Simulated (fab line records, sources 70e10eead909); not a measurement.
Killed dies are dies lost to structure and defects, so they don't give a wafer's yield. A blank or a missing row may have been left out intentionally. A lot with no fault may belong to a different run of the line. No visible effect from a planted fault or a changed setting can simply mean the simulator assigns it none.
fab line records	flow nand_harc
[record] lots = 24	wafers = 72	last_day = 25
route steps=1159 shown A_STAIRCASE@551
lots with no fault: from the same line, run without faults
start_h: hours from the record's opening day to when the first of the lot's shown wafers began	wait_h: time in hours since the lot's previous step	" the same as in the row above	L1.1+2: a single row standing in for several wafers	- no value, or no start given	* or withheld: withheld	< > ~ a bound
route shown NAME@n: NAME is a module with steps in the file, n the number in the route of the first one	usual: average and standard deviation across the fault-free wafers	same: alike in all rows	chamber/n: place in a boat	sites: the reading at each site	_std_site: the values' standard deviation	_edge_site: inner sites' mean taken away from outer sites' mean	radius_mm: for every site, how far away it sits from the centre of the wafer	mask NAME#n: copy n	behind: the most recent tool/chamber to have shaped the wafer	hold: why the lot was held/for how many hours/how that ended	device: transistor that didn't switch, given as n, p or np	end of line: the tests these same wafers got at the end of their route	a step without rows: its recipe alone	killed: the dies lost at the first sort to structure and to defects; this is not the yield of the wafer	map: dies across one wafer; x = killed, . = not, _ = none there
set.NAME: the setting the step ran with; set.NAME@STEP: the setting that earlier step ran with	model.NAME: the simulator's own value behind a step, which no gauge read
a sample of lots followed through the steps of the route, with each step as a table and each wafer as a row
services: from which hour (start_h, from the record's first day; less than 0 if before it) a tool's chamber was out of use, for how many hours, and why
[[steps]]
[step NHARC_A_STAIRCASE_ETCH_15]
[recipe] target_depth_a = 1000	time_s = 40.5	ion_energy_ev = 400	c4f8_flow_sccm = 20	o2_flow_sccm = 10	ar_flow_sccm = withheld	rf_w = 600	bias_w = 1000	chemistry = C4F8/O2
[usual] oes_product_au = 0.937/0.012	rf_vpp_V = 899/5.2
lot.wafer	tool	chamber	start_h	wait_h	oes_product_au	rf_hours_counter_h	rf_vpp_V
L074.3	rie_diel-09	2	-	-	0.931	47	904
L074.1	"	3	"	"	0.956	45	904
L074.6	"	1	"	"	0.921	-	898
L077.3	rie_diel-01	3	-	-	0.928	41	899
L077.6	"	3	"	"	0.914	-	899
L077.4	"	2	"	"	0.942	-	887
L075.3	rie_diel-10	3	-	-	0.928	26	903
L075.2	"	0	"	"	0.930	24	895
L075.5	"	2	"	"	0.944	-	906
L076.2	rie_diel-09	0	-	-	0.935	59	898
L076.4	"	2	"	"	0.943	59	905
L076.6	"	0	"	"	0.928	-	901
L078.2	rie_diel-01	0	-	-	0.933	47	900
L078.4	"	0	"	"	0.941	-	901
L078.5	"	2	"	"	0.932	-	887
L079.3	rie_diel-01	3	-	-	0.927	50	901
L079.2	"	0	"	"	0.942	47	900
L079.4	"	2	"	"	0.936	-	887
L080.2	rie_diel-10	0	-	-	0.945	34	895
L080.3	"	2	"	"	0.940	36	905
L080.5	"	3	"	"	0.929	-	905
L081.1	rie_diel-01	0	-	-	0.946	50	901
L081.3	"	1	"	"	0.942	39	900
L081.5	"	1	"	"	0.938	-	900
L082.1	rie_diel-01	1	-	-	0.958	45	898
L082.3	"	3	"	"	0.923	59	900
L082.5	"	2	"	"	0.942	-	889
L083.1	rie_diel-01	1	-	-	0.950	47	899
L083.3	"	0	"	"	0.951	59	901
L083.6	"	2	"	"	0.946	-	888
L084.3	rie_diel-10	1	-	-	0.937	42	897
L084.4	"	0	"	"	0.919	44	894
L084.6	"	1	"	"	0.945	-	899
L085.1	rie_diel-09	3	-	-	0.940	14	902
L085.4	"	0	"	"	0.905	14	900
L085.2	"	1	"	"	0.943	16	897
L088.4	rie_diel-09	1	-	-	0.952	21	897
L088.2	"	2	"	"	0.941	19	904
L088.5	"	2	"	"	0.940	-	904
L087.2	rie_diel-10	3	-	-	0.936	56	904
L087.3	"	0	"	"	0.925	51	894
L087.5	"	2	"	"	0.936	-	906
L086.1	rie_diel-10	3	-	-	0.933	59	905
L086.3	"	1	"	"	0.933	52	897
L086.6	"	3	"	"	0.925	-	904
L092.1	rie_diel-09	2	-	-	0.934	25	903
L092.3	"	0	"	"	0.927	26	899
L092.4	"	1	"	"	0.941	28	897
L091.3	rie_diel-01	1	-	-	0.918	4	899
L091.1	"	3	"	"	0.948	4	900
L091.6	"	2	"	"	0.933	-	887
L089.1	rie_diel-01	0	-	-	0.954	4	902
L089.3	"	1	"	"	0.921	5	900
L089.6	"	3	"	"	0.952	-	899
L090.2	rie_diel-09	3	-	-	0.942	24	901
L090.6	"	0	"	"	0.908	-	898
L090.5	"	1	"	"	0.915	-	898
L093.1	rie_diel-09	2	-	-	0.939	32	904
L093.6	"	1	"	"	0.926	-	897
L093.5	"	2	"	"	0.943	-	903
L094.1	rie_diel-01	3	-	-	0.955	12	900
L094.2	"	1	"	"	0.935	13	898
L094.4	"	2	"	"	0.928	13	889
L095.4	rie_diel-09	1	-	-	0.923	35	897
L095.3	"	2	"	"	0.939	33	905
L095.1	"	3	"	"	0.946	32	900
L097.4	rie_diel-10	3	-	-	0.938	2	904
L097.2	"	1	"	"	0.951	2	897
L097.5	"	2	"	"	0.955	-	905
L096.2	rie_diel-10	1	-	-	0.939	6	897
L096.6	"	2	"	"	0.938	-	904
L096.5	"	3	"	"	0.928	-	906
[step NHARC_A_STAIRCASE_ETCH_17]
[recipe] target_depth_a = 1000	time_s = 40.5	ion_energy_ev = 400	c4f8_flow_sccm = 20	o2_flow_sccm = 10	ar_flow_sccm = withheld	rf_w = 600	bias_w = 1000	chemistry = C4F8/O2
[usual] oes_product_au = 0.937/0.014	rf_vpp_V = 899/5
lot.wafer	tool	chamber	start_h	wait_h	oes_product_au	rf_hours_counter_h	rf_vpp_V
L074.3	rie_diel-09	0	-	-	0.927	47	901
L074.1	"	2	"	"	0.940	47	905
L074.6	"	0	"	"	0.934	-	900
L077.3	rie_diel-01	0	-	-	0.935	40	902
L077.6	"	2	"	"	0.946	-	887
L077.4	"	3	"	"	0.913	-	901
L075.2	rie_diel-10	1	-	-	0.942	24	898
L075.3	"	2	"	"	0.943	27	905
L075.5	"	2	"	"	0.944	-	906
L076.2	rie_diel-09	3	-	-	0.969	57	903
L076.4	"	1	"	"	0.948	56	898
L076.6	"	2	"	"	0.955	-	906
L078.2	rie_diel-01	0	-	-	0.943	48	902
L078.4	"	3	"	"	0.909	-	902
L078.5	"	2	"	"	0.929	-	887
L079.3	rie_diel-01	3	-	-	0.926	50	901
L079.2	"	2	"	"	0.933	48	887
L079.4	"	0	"	"	0.949	-	902
L080.3	rie_diel-10	3	-	-	0.943	38	905
L080.2	"	0	"	"	0.919	35	895
L080.5	"	3	"	"	0.938	-	905
L081.3	rie_diel-01	1	-	-	0.946	40	898
L081.1	"	3	"	"	0.915	53	899
L081.5	"	0	"	"	0.946	-	901
L082.3	rie_diel-01	3	-	-	0.917	60	901
L082.1	"	1	"	"	0.957	46	900
L082.5	"	2	"	"	0.945	-	888
L083.3	rie_diel-01	0	-	-	0.951	59	901
L083.1	"	2	"	"	0.946	58	888
L083.6	"	0	"	"	0.953	-	900
L084.3	rie_diel-10	3	-	-	0.925	49	905
L084.4	"	0	"	"	0.914	44	894
L084.6	"	0	"	"	0.917	-	895
L085.4	rie_diel-09	0	-	-	0.924	14	898
L085.2	"	1	"	"	0.942	16	897
L085.1	"	2	"	"	0.949	15	903
L088.4	rie_diel-09	3	-	-	0.956	19	902
L088.2	"	0	"	"	0.921	20	897
L088.5	"	1	"	"	0.928	-	897
L087.3	rie_diel-10	3	-	-	0.916	56	905
L087.2	"	0	"	"	0.920	52	895
L087.5	"	1	"	"	0.941	-	897
L086.1	rie_diel-10	3	-	-	0.931	59	905
L086.3	"	0	"	"	0.928	54	894
L086.6	"	2	"	"	0.925	-	906
L092.4	rie_diel-09	3	-	-	0.955	24	902
L092.1	"	1	"	"	0.933	28	897
L092.3	"	2	"	"	0.939	25	905
L091.1	rie_diel-01	1	-	-	0.916	5	898
L091.3	"	2	"	"	0.922	5	887
L091.6	"	3	"	"	0.941	-	900
L089.3	rie_diel-01	3	-	-	0.932	5	899
L089.1	"	1	"	"	0.932	5	900
L089.6	"	2	"	"	0.922	-	886
L090.2	rie_diel-09	2	-	-	0.935	25	904
L090.5	"	1	"	"	0.927	-	897
L090.6	"	2	"	"	0.930	-	905
L093.1	rie_diel-09	2	-	-	0.953	32	905
L093.6	"	0	"	"	0.938	-	898
L093.5	"	1	"	"	0.948	-	895
L094.4	rie_diel-01	0	-	-	0.958	12	899
L094.1	"	1	"	"	0.940	13	900
L094.2	"	3	"	"	0.957	12	900
L095.4	rie_diel-09	3	-	-	0.940	32	902
L095.3	"	1	"	"	0.918	36	896
L095.1	"	2	"	"	0.931	33	905
L097.2	rie_diel-10	3	-	-	0.942	2	903
L097.4	"	0	"	"	0.958	2	895
L097.5	"	2	"	"	0.935	-	904
L096.2	rie_diel-10	0	-	-	0.942	5	894
L096.6	"	1	"	"	0.950	-	898
L096.5	"	2	"	"	0.946	-	904
[step NHARC_A_STAIRCASE_DESCUM_186]
[recipe] time_s = 3	o2_flow_sccm = 200	ar_flow_sccm = 0	bias_power_w = 0	chemistry = O2
[usual] drypump_motor_current_A = 5.7/0.45	oes_product_au = 0.996/0.014	rf_vpp_V = 58.0/0.92	showerhead_plenum_p_Torr = 1.96/0.081	throttle_valve_pct = 11.310/0.0093
lot.wafer	tool	chamber	start_h	wait_h	drypump_motor_current_A	oes_product_au	rf_hours_counter_h	rf_vpp_V	showerhead_plenum_p_Torr	throttle_valve_pct
L074.1	rie_diel-10	0	224.32	-	6.1	0.985	16	57.1	1.90	11.302
L074.3	"	3	"	"	5.0	0.974	17	57.6	2.07	11.318
L074.6	"	1	"	"	5.8	0.998	-	59.7	1.95	11.324
L075.2	rie_diel-01	2	251.83	-	6.3	0.998	41	56.6	1.78	11.316
L075.3	"	3	"	"	5.7	0.969	44	57.8	1.99	11.297
L075.5	"	3	"	"	5.6	0.975	-	57.4	1.99	11.310
L076.4	rie_diel-10	3	252.43	-	5.0	1.002	28	57.2	2.07	11.324
L076.2	"	1	"	"	5.8	1.007	25	57.5	1.94	11.320
L076.6	"	3	"	"	5.0	0.981	-	59.4	2.07	11.313
L077.4	rie_diel-10	0	252.69	-	6.1	0.977	26	58.3	1.89	11.315
L077.3	"	1	"	"	5.7	0.988	25	58.7	1.94	11.311
L077.6	"	0	"	"	6.1	0.980	-	58.0	1.89	11.313
L078.2	rie_diel-09	1	265.96	-	5.8	0.983	1	58.6	1.93	11.312
L078.4	"	2	"	"	5.8	1.003	0	57.5	2.06	11.291
L078.5	"	1	"	"	5.8	0.990	-	59.0	1.93	11.310
L079.3	rie_diel-01	2	266.45	-	6.2	0.999	49	57.0	1.78	11.306
L079.2	"	3	"	"	5.6	0.984	51	57.8	1.99	11.306
L079.4	"	3	"	"	5.6	0.978	-	58.4	1.99	11.328
L080.3	rie_diel-09	3	275.39	-	5.1	1.010	4	57.3	2.02	11.320
L080.2	"	0	"	"	5.9	0.987	5	57.7	1.96	11.315
L080.5	"	3	"	"	5.1	1.007	-	57.8	2.02	11.310
L081.3	rie_diel-10	1	275.97	-	5.7	1.005	34	57.8	1.94	11.308
L081.1	"	3	"	"	5.0	0.996	41	57.8	2.06	11.312
L081.5	"	1	"	"	5.8	1.001	-	58.2	1.94	11.297
L082.3	rie_diel-10	1	290.53	-	5.8	0.998	40	58.7	1.94	11.319
L082.1	"	3	"	"	5.0	0.983	47	59.9	2.06	11.319
L082.5	"	3	"	"	5.0	0.998	-	58.8	2.06	11.314
L083.3	rie_diel-01	2	299.46	-	6.2	1.001	59	56.6	1.78	11.307
L083.1	"	3	"	"	5.6	0.986	61	56.5	1.98	11.301
L083.6	"	1	"	"	5.7	1.008	-	56.7	1.97	11.302
L084.4	rie_diel-10	0	299.89	-	6.1	0.982	45	57.9	1.89	11.324
L084.3	"	1	"	"	5.8	1.001	43	58.0	1.94	11.315
L084.6	"	0	"	"	6.0	0.983	-	57.4	1.89	11.313
L085.1	rie_diel-09	2	316.17	-	5.8	1.002	17	58.2	2.05	11.290
L085.2	"	3	"	"	5.1	1.006	16	57.5	2.01	11.308
L085.4	"	0	"	"	5.9	0.972	17	58.9	1.96	11.307
L088.4	rie_diel-10	3	324.22	-	5.0	0.995	58	58.3	2.06	11.303
L088.2	"	0	"	"	6.0	0.993	53	56.1	1.89	11.287
L088.5	"	2	"	"	6.6	0.982	-	58.7	2.06	11.330
L087.2	rie_diel-09	1	324.57	-	5.7	0.989	23	57.3	1.93	11.301
L087.3	"	0	"	"	5.9	0.972	22	57.8	1.96	11.308
L087.5	"	1	"	"	5.7	0.985	-	58.5	1.93	11.307
L086.3	rie_diel-01	2	328.33	-	6.3	0.985	1	58.2	1.78	11.318
L086.1	"	3	"	"	5.6	1.001	1	58.7	1.98	11.314
L086.6	"	1	"	"	5.7	0.984	-	58.0	1.97	11.326
L092.4	rie_diel-01	1	336.81	-	5.7	0.985	5	57.8	1.97	11.308
L092.3	"	2	"	"	6.2	0.992	5	57.3	1.78	11.313
L092.1	"	0	"	"	5.2	1.025	5	58.9	1.99	11.317
L089.1	rie_diel-09	3	339.78	-	5.1	0.999	25	57.3	2.01	11.319
L089.3	"	2	"	"	5.8	0.989	26	58.5	2.05	11.311
L089.6	"	0	"	"	5.9	0.984	-	57.8	1.95	11.316
L090.2	rie_diel-01	3	340.25	-	5.6	1.024	6	60.2	1.98	11.318
L090.6	"	1	"	"	5.7	0.989	-	56.4	1.97	11.314
L090.5	"	2	"	"	6.2	0.988	-	58.2	1.77	11.315
L091.1	rie_diel-01	1	340.73	-	5.7	0.988	7	57.4	1.97	11.324
L091.3	"	2	"	"	6.2	0.991	6	57.1	1.77	11.307
L091.6	"	2	"	"	6.2	0.994	-	55.9	1.77	11.294
L093.1	rie_diel-09	2	359.82	-	5.8	0.999	33	57.4	2.04	11.309
L093.5	"	3	"	"	5.1	1.003	-	59.0	2.01	11.313
L093.6	"	0	"	"	6.0	0.968	-	58.3	1.95	11.312
L094.1	rie_diel-09	1	360.06	-	5.7	0.987	36	58.5	1.92	11.306
L094.4	"	3	"	"	5.1	1.013	32	58.2	2.01	11.314
L094.2	"	0	"	"	5.9	0.985	34	58.1	1.95	11.314
L095.3	rie_diel-10	0	363.99	-	6.0	1.007	0	58.0	1.88	11.322
L095.4	"	2	"	"	6.6	1.012	0	59.5	2.06	11.321
L095.1	"	3	"	"	5.0	0.988	0	59.6	2.05	11.302
L097.2	rie_diel-01	1	372.94	-	5.8	0.988	21	58.6	1.96	11.315
L097.4	"	2	"	"	6.2	0.990	22	58.1	1.77	11.306
L097.5	"	1	"	"	5.8	0.985	-	59.3	1.96	11.302
L096.2	rie_diel-01	3	381.97	-	5.7	1.011	24	56.7	1.97	11.307
L096.6	"	0	"	"	5.2	1.012	-	57.2	1.98	11.317
L096.5	"	1	"	"	5.8	0.985	-	58.6	1.96	11.318
[step NHARC_A_STAIRCASE_ETCH_188]
[recipe] target_depth_a = 1000	time_s = 40.5	ion_energy_ev = 400	c4f8_flow_sccm = 20	o2_flow_sccm = 10	ar_flow_sccm = withheld	rf_w = 600	bias_w = 1000	chemistry = C4F8/O2
[usual] oes_product_au = 0.934/0.016	rf_vpp_V = 899/5.2
lot.wafer	tool	chamber	start_h	wait_h	oes_product_au	rf_hours_counter_h	rf_vpp_V
L074.3	rie_diel-10	2	-	-	0.940	17	906
L074.1	"	0	"	"	0.918	16	893
L074.6	"	2	"	"	0.941	-	904
L075.3	rie_diel-01	0	-	-	0.952	42	901
L075.2	"	2	"	"	0.933	41	887
L075.5	"	3	"	"	0.919	-	901
L076.4	rie_diel-10	3	-	-	0.944	28	907
L076.2	"	0	"	"	0.944	26	894
L076.6	"	0	"	"	0.948	-	894
L077.4	rie_diel-10	3	-	-	0.925	28	907
L077.3	"	1	"	"	0.933	26	897
L077.6	"	2	"	"	0.944	-	904
L078.2	rie_diel-09	2	-	-	0.952	1	904
L078.4	"	0	"	"	0.908	1	899
L078.5	"	3	"	"	0.952	-	903
L079.2	rie_diel-01	2	-	-	0.941	49	888
L079.3	"	3	"	"	0.922	51	900
L079.4	"	2	"	"	0.931	-	887
L080.3	rie_diel-09	1	-	-	0.945	5	896
L080.2	"	0	"	"	0.929	5	898
L080.5	"	1	"	"	0.945	-	898
L081.3	rie_diel-10	1	-	-	0.928	34	898
L081.1	"	3	"	"	0.931	41	905
L081.5	"	1	"	"	0.923	-	898
L082.3	rie_diel-10	1	-	-	0.941	40	899
L082.1	"	3	"	"	0.934	47	906
L082.5	"	3	"	"	0.939	-	905
L083.1	rie_diel-01	0	-	-	0.968	59	901
L083.3	"	1	"	"	0.949	48	900
L083.6	"	0	"	"	0.963	-	900
L084.4	rie_diel-10	1	-	-	0.956	43	897
L084.3	"	2	"	"	0.939	43	906
L084.6	"	3	"	"	0.935	-	904
L085.1	rie_diel-09	0	-	-	0.907	17	900
L085.2	"	1	"	"	0.933	19	898
L085.4	"	2	"	"	0.938	17	904
L088.2	rie_diel-10	0	-	-	0.932	54	895
L088.4	"	2	"	"	0.911	53	906
L088.5	"	3	"	"	0.936	-	905
L087.2	rie_diel-09	0	-	-	0.903	22	899
L087.3	"	1	"	"	0.928	23	897
L087.5	"	3	"	"	0.935	-	902
L086.1	rie_diel-01	1	-	-	0.906	1	899
L086.3	"	3	"	"	0.943	1	901
L086.6	"	1	"	"	0.914	-	900
L092.1	rie_diel-01	1	-	-	0.921	5	900
L092.4	"	2	"	"	0.913	5	887
L092.3	"	3	"	"	0.940	5	901
L089.3	rie_diel-09	2	-	-	0.948	26	904
L089.1	"	0	"	"	0.930	28	899
L089.6	"	2	"	"	0.949	-	904
L090.2	rie_diel-01	1	-	-	0.926	6	899
L090.5	"	0	"	"	0.967	-	900
L090.6	"	1	"	"	0.927	-	899
L091.1	rie_diel-01	1	-	-	0.922	7	900
L091.3	"	0	"	"	0.953	6	902
L091.6	"	1	"	"	0.917	-	899
L093.1	rie_diel-09	1	-	-	0.924	36	897
L093.6	"	0	"	"	0.900	-	900
L093.5	"	1	"	"	0.907	-	897
L094.1	rie_diel-09	0	-	-	0.903	34	899
L094.2	"	2	"	"	0.924	34	904
L094.4	"	3	"	"	0.931	33	901
L095.1	rie_diel-10	2	-	-	0.954	0	906
L095.4	"	3	"	"	0.934	0	905
L095.3	"	1	"	"	0.957	0	898
L097.2	rie_diel-01	3	-	-	0.973	21	900
L097.4	"	1	"	"	0.927	21	900
L097.5	"	3	"	"	0.969	-	898
L096.2	rie_diel-01	3	-	-	0.936	25	897
L096.5	"	3	"	"	0.938	-	899
L096.6	"	0	"	"	0.948	-	898
[step NHARC_A_STAIRCASE_ETCH_190]
[recipe] target_depth_a = 1000	time_s = 40.5	ion_energy_ev = 400	c4f8_flow_sccm = 20	o2_flow_sccm = 10	ar_flow_sccm = withheld	rf_w = 600	bias_w = 1000	chemistry = C4F8/O2
[usual] oes_product_au = 0.938/0.015	rf_vpp_V = 899/5.2
lot.wafer	tool	chamber	start_h	wait_h	oes_product_au	rf_hours_counter_h	rf_vpp_V
L074.1	rie_diel-10	0	-	-	0.909	16	895
L074.3	"	2	"	"	0.930	17	904
L074.6	"	3	"	"	0.918	-	905
L075.3	rie_diel-01	0	-	-	0.958	43	902
L075.2	"	2	"	"	0.943	42	889
L075.5	"	3	"	"	0.922	-	903
L076.4	rie_diel-10	0	-	-	0.932	26	894
L076.2	"	1	"	"	0.940	26	899
L076.6	"	0	"	"	0.936	-	895
L077.3	rie_diel-10	2	-	-	0.949	28	906
L077.4	"	0	"	"	0.915	26	893
L077.6	"	1	"	"	0.939	-	897
L078.4	rie_diel-09	2	-	-	0.948	1	905
L078.2	"	0	"	"	0.926	1	900
L078.5	"	2	"	"	0.949	-	904
L079.3	rie_diel-01	2	-	-	0.935	49	888
L079.2	"	3	"	"	0.920	51	900
L079.4	"	3	"	"	0.915	-	899
L080.3	rie_diel-09	1	-	-	0.947	5	897
L080.2	"	0	"	"	0.929	5	900
L080.5	"	2	"	"	0.945	-	905
L081.1	rie_diel-10	2	-	-	0.934	39	905
L081.3	"	0	"	"	0.914	37	894
L081.5	"	3	"	"	0.935	-	904
L082.1	rie_diel-10	1	-	-	0.925	40	897
L082.3	"	0	"	"	0.929	42	895
L082.5	"	0	"	"	0.919	-	894
L083.3	rie_diel-01	1	-	-	0.958	48	900
L083.1	"	2	"	"	0.949	59	888
L083.6	"	2	"	"	0.944	-	887
L084.3	rie_diel-10	2	-	-	0.957	43	905
L084.4	"	3	"	"	0.946	50	905
L084.6	"	2	"	"	0.951	-	905
L085.2	rie_diel-09	0	-	-	0.931	18	899
L085.4	"	1	"	"	0.951	19	897
L085.1	"	2	"	"	0.950	18	905
L088.4	rie_diel-10	2	-	-	0.933	53	905
L088.2	"	0	"	"	0.933	54	893
L088.5	"	2	"	"	0.937	-	905
L087.3	rie_diel-09	0	-	-	0.909	22	898
L087.2	"	1	"	"	0.919	23	897
L087.5	"	3	"	"	0.942	-	901
L086.1	rie_diel-01	1	-	-	0.913	1	900
L086.3	"	3	"	"	0.951	1	900
L086.6	"	0	"	"	0.953	-	901
L092.4	rie_diel-01	2	-	-	0.922	5	886
L092.3	"	0	"	"	0.949	5	900
L092.1	"	1	"	"	0.918	5	899
L089.3	rie_diel-09	0	-	-	0.921	28	899
L089.1	"	1	"	"	0.942	29	898
L089.6	"	1	"	"	0.938	-	897
L090.2	rie_diel-01	1	-	-	0.926	7	899
L090.5	"	3	"	"	0.966	-	900
L090.6	"	0	"	"	0.970	-	901
L091.3	rie_diel-01	2	-	-	0.939	7	888
L091.1	"	0	"	"	0.947	7	901
L091.6	"	2	"	"	0.929	-	888
L093.1	rie_diel-09	0	-	-	0.906	34	899
L093.5	"	3	"	"	0.941	-	902
L093.6	"	0	"	"	0.907	-	899
L094.1	rie_diel-09	3	-	-	0.945	33	902
L094.4	"	0	"	"	0.913	35	898
L094.2	"	2	"	"	0.944	34	903
L095.4	rie_diel-10	0	-	-	0.948	0	895
L095.3	"	1	"	"	0.958	0	896
L095.1	"	2	"	"	0.960	0	905
L097.4	rie_diel-01	0	-	-	0.967	21	899
L097.2	"	1	"	"	0.934	21	899
L097.5	"	0	"	"	0.967	-	900
L096.2	rie_diel-01	3	-	-	0.954	25	901
L096.5	"	1	"	"	0.940	-	897
L096.6	"	2	"	"	0.925	-	886
[step NHARC_A_STAIRCASE_TRIM_220]
[recipe] time_s = 211.2	o2_flow_sccm = 500	ar_flow_sccm = 0	bias_w = 0	chemistry = O2
[usual] drypump_motor_current_A = 5.7/0.45	oes_product_au = 0.995/0.014	rf_vpp_V = 58.1/0.81	showerhead_plenum_p_Torr = 3.62/0.14	throttle_valve_pct = 17.036/0.0085
lot.wafer	tool	chamber	start_h	wait_h	drypump_motor_current_A	oes_product_au	rf_hours_counter_h	rf_vpp_V	showerhead_plenum_p_Torr	throttle_valve_pct
L074.1	rie_diel-01	0	230.15	0.1	5.2	1.003	35	58.1	3.68	17.023
L074.3	"	1	"	"	5.7	0.993	33	59.1	3.64	17.045
L074.6	"	0	"	"	5.2	1.009	-	59.0	3.68	17.038
L075.2	rie_diel-01	2	255.94	0.1	6.3	0.989	43	58.1	3.30	17.033
L075.3	"	0	"	"	5.2	1.002	44	58.2	3.67	17.038
L075.5	"	3	"	"	5.6	0.981	-	56.8	3.66	17.035
L076.2	rie_diel-01	3	256.40	0.1	5.6	0.982	46	57.4	3.66	17.040
L076.4	"	0	"	"	5.2	1.012	44	58.3	3.67	17.028
L076.6	"	1	"	"	5.7	1.015	-	58.8	3.63	17.033
L077.3	rie_diel-10	2	256.96	0.4	6.6	0.997	30	56.5	3.79	17.017
L077.4	"	3	"	"	5.0	1.006	31	58.4	3.79	17.032
L077.6	"	1	"	"	5.8	0.998	-	58.0	3.58	17.039
L078.4	rie_diel-10	1	269.76	0.1	5.8	0.997	32	57.7	3.58	17.022
L078.2	"	2	"	"	6.6	0.999	35	57.5	3.79	17.051
L078.5	"	3	"	"	5.0	1.000	-	58.3	3.79	17.051
L079.2	rie_diel-09	3	270.38	0.1	5.1	1.016	2	57.9	3.71	17.032
L079.3	"	0	"	"	5.9	0.969	2	58.1	3.61	17.044
L079.4	"	1	"	"	5.7	0.997	2	58.7	3.56	17.031
L080.2	rie_diel-09	3	279.18	0.1	5.1	1.016	5	57.4	3.70	17.044
L080.3	"	1	"	"	5.8	0.997	6	56.1	3.56	17.039
L080.5	"	3	"	"	5.1	1.014	-	59.2	3.70	17.025
L081.3	rie_diel-10	0	279.83	0.1	6.1	0.970	38	58.5	3.49	17.025
L081.1	"	1	"	"	5.8	0.988	35	57.4	3.57	17.043
L081.5	"	3	"	"	5.0	0.990	-	57.3	3.78	17.048
L082.1	rie_diel-10	1	294.83	0.2	5.8	0.986	41	57.5	3.57	17.044
L082.3	"	2	"	"	6.6	0.988	41	58.5	3.78	17.036
L082.5	"	0	"	"	6.1	0.974	-	57.3	3.49	17.044
L083.3	rie_diel-10	3	303.41	0.1	5.0	0.987	51	57.7	3.78	17.032
L083.1	"	2	"	"	6.6	1.001	44	59.5	3.78	17.041
L083.6	"	3	"	"	5.0	0.981	-	57.4	3.78	17.034
L084.4	rie_diel-09	1	303.81	0.1	5.8	0.992	14	57.9	3.56	17.040
L084.3	"	0	"	"	5.9	0.978	12	57.6	3.61	17.022
L084.6	"	2	"	"	5.8	1.003	-	58.0	3.77	17.023
L085.1	rie_diel-09	2	321.57	0.1	5.8	1.001	20	57.5	3.76	17.023
L085.4	"	3	"	"	5.1	0.999	19	58.0	3.70	17.033
L085.2	"	0	"	"	5.9	0.977	20	58.7	3.60	17.043
L088.4	rie_diel-01	1	328.37	0.1	5.7	0.992	1	58.9	3.62	17.032
L088.2	"	3	"	"	5.6	1.018	1	58.4	3.65	17.032
L088.5	"	1	"	"	5.8	0.991	-	57.9	3.62	17.036
L087.3	rie_diel-01	3	328.72	0.1	5.7	0.999	1	57.0	3.65	17.029
L087.2	"	2	"	"	6.3	0.981	1	56.6	3.29	17.041
L087.5	"	0	"	"	5.2	1.020	-	59.1	3.66	17.042
L086.3	rie_diel-10	1	332.51	0.1	5.8	0.999	56	57.4	3.56	17.046
L086.1	"	3	"	"	5.0	0.988	63	57.9	3.77	17.020
L086.6	"	2	"	"	6.6	0.980	-	57.2	3.77	17.027
L092.1	rie_diel-10	3	340.78	0.1	5.0	0.993	66	57.9	3.77	17.051
L092.3	"	0	"	"	6.1	0.989	60	57.3	3.48	17.033
L092.4	"	2	"	"	6.6	0.992	60	59.2	3.77	17.036
L090.2	rie_diel-01	3	344.10	0.1	5.6	1.018	8	57.8	3.64	17.039
L090.6	"	2	"	"	6.3	0.992	-	57.6	3.29	17.030
L090.5	"	3	"	"	5.6	1.015	-	58.8	3.64	17.046
L089.3	rie_diel-01	1	344.36	0.1	5.7	0.987	8	58.0	3.62	17.022
L089.1	"	0	"	"	5.2	1.027	8	56.7	3.65	17.035
L089.6	"	1	"	"	5.7	0.989	-	58.5	3.62	17.032
L091.3	rie_diel-09	0	344.76	0.1	5.9	0.978	30	58.8	3.60	17.039
L091.1	"	3	"	"	5.1	1.012	27	58.5	3.69	17.025
L091.6	"	0	"	"	5.9	0.979	-	57.7	3.60	17.041
L093.1	rie_diel-09	0	366.52	0.1	5.9	0.982	37	57.7	3.59	17.026
L093.6	"	0	"	"	5.9	0.975	-	58.7	3.59	17.024
L093.5	"	1	"	"	5.8	0.991	-	56.4	3.54	17.048
L094.2	rie_diel-01	2	366.80	0.1	6.3	0.989	20	56.7	3.28	17.042
L094.4	"	3	"	"	5.6	1.017	19	58.1	3.64	17.041
L094.1	"	0	"	"	5.2	1.015	18	57.1	3.65	17.039
L095.1	rie_diel-09	2	368.32	0.1	5.8	0.999	37	57.6	3.75	17.037
L095.4	"	0	"	"	5.9	0.984	37	57.1	3.59	17.039
L095.3	"	1	"	"	5.7	1.000	39	57.9	3.54	17.047
L097.2	rie_diel-09	0	377.43	0.1	5.9	0.971	40	58.2	3.59	17.037
L097.4	"	1	"	"	5.7	0.974	42	58.6	3.54	17.029
L097.5	"	0	"	"	5.9	0.972	-	59.7	3.59	17.039
L096.2	rie_diel-10	3	386.35	0.1	5.0	0.990	8	58.8	3.76	17.034
L096.5	"	2	"	"	6.6	1.007	-	58.6	3.77	17.037
L096.6	"	3	"	"	5.0	0.984	-	59.5	3.76	17.040
[[services]]
tool	chamber	start_h	hours	kind
rie_diel-01	0	195.80	-	clean
rie_diel-01	1	195.80	-	clean
rie_diel-01	2	195.80	-	clean
rie_diel-01	3	195.80	-	clean
rie_diel-01	-	217.76	0.4	repair
rie_diel-01	0	220.30	-	clean
rie_diel-01	1	220.30	-	clean
rie_diel-01	2	220.30	-	clean
rie_diel-01	3	220.30	-	clean
rie_diel-01	1	242.19	13.4	repair
rie_diel-01	0	245.26	-	clean
rie_diel-01	2	245.26	-	clean
rie_diel-01	3	245.26	-	clean
rie_diel-01	0	269.76	-	clean
rie_diel-01	1	269.76	-	clean
rie_diel-01	2	269.76	-	clean
rie_diel-01	3	269.76	-	clean
rie_diel-10	2	283.63	8.9	repair
rie_diel-01	0	294.77	-	clean
rie_diel-01	1	294.77	-	clean
rie_diel-01	2	294.77	-	clean
rie_diel-01	3	294.77	-	clean
rie_diel-01	-	316.11	9.0	pm
rie_diel-10	-	353.66	9.0	pm
[[key]]
fault none
